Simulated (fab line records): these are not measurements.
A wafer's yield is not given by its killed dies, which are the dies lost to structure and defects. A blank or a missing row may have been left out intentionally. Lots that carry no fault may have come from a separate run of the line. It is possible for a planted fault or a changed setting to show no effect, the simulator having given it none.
Matching of chambers | flow nandHarc | NHARC_A_ZERO_WELL_ETCH_19 on rieDiel-09 has 4 sister chambers
The step etches the open film in N2/H2, target depth 80 nm, overetch 24 nm, time 87.88 s. 4 wafers are shown with their chamber, then 8 later ones without.

WAFERS PAIRED WITH THEIR CHAMBERS
wafer  | chamber | drypumpMotorCurrentA (A)
L722.6 | 0       | 6.0
L723.3 | 2       | 5.4
L723.4 | 3       | 6.0
L732.1 | 1       | 6.0

WAFERS WITHOUT THEIR CHAMBER
wafer  | drypumpMotorCurrentA (A)
L732.5 | 5.9
L732.6 | 5.4
L733.2 | 6.0
L733.3 | 5.3
L733.4 | 5.9
L738.1 | 6.0
L738.2 | 5.4
L738.5 | 6.0

WHICH CHAMBER EACH ONE RAN IN
wafer  | from the rows above          | in truth
L732.5 | can't be placed: 0 or 1 or 3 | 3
L732.6 | 2                            | 2
L733.2 | can't be placed: 0 or 1 or 3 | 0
L733.3 | 2                            | 2
L733.4 | can't be placed: 0 or 1 or 3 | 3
L738.1 | can't be placed: 0 or 1 or 3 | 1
L738.2 | 2                            | 2
L738.5 | can't be placed: 0 or 1 or 3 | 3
Correctly placed: 3 of 8. Unplaceable from these rows: 5, with the true chamber sitting among the candidates in 5. Wrongly placed: 0.
How it was worked out, from the rows above alone: a wafer's distance from a chamber is the root of the sum, over the readings, of the square of ((its reading less the chamber's mean) divided by the reading's scatter). If the next closest chamber is less than 2 further off than the closest, the wafer can't be placed; otherwise it belongs to the closest. Each chamber's mean is taken over the wafers shown for it. The scatter: with one shown wafer a chamber, the root of the mean of the squares of how far each hidden wafer lies from its nearest shown one.
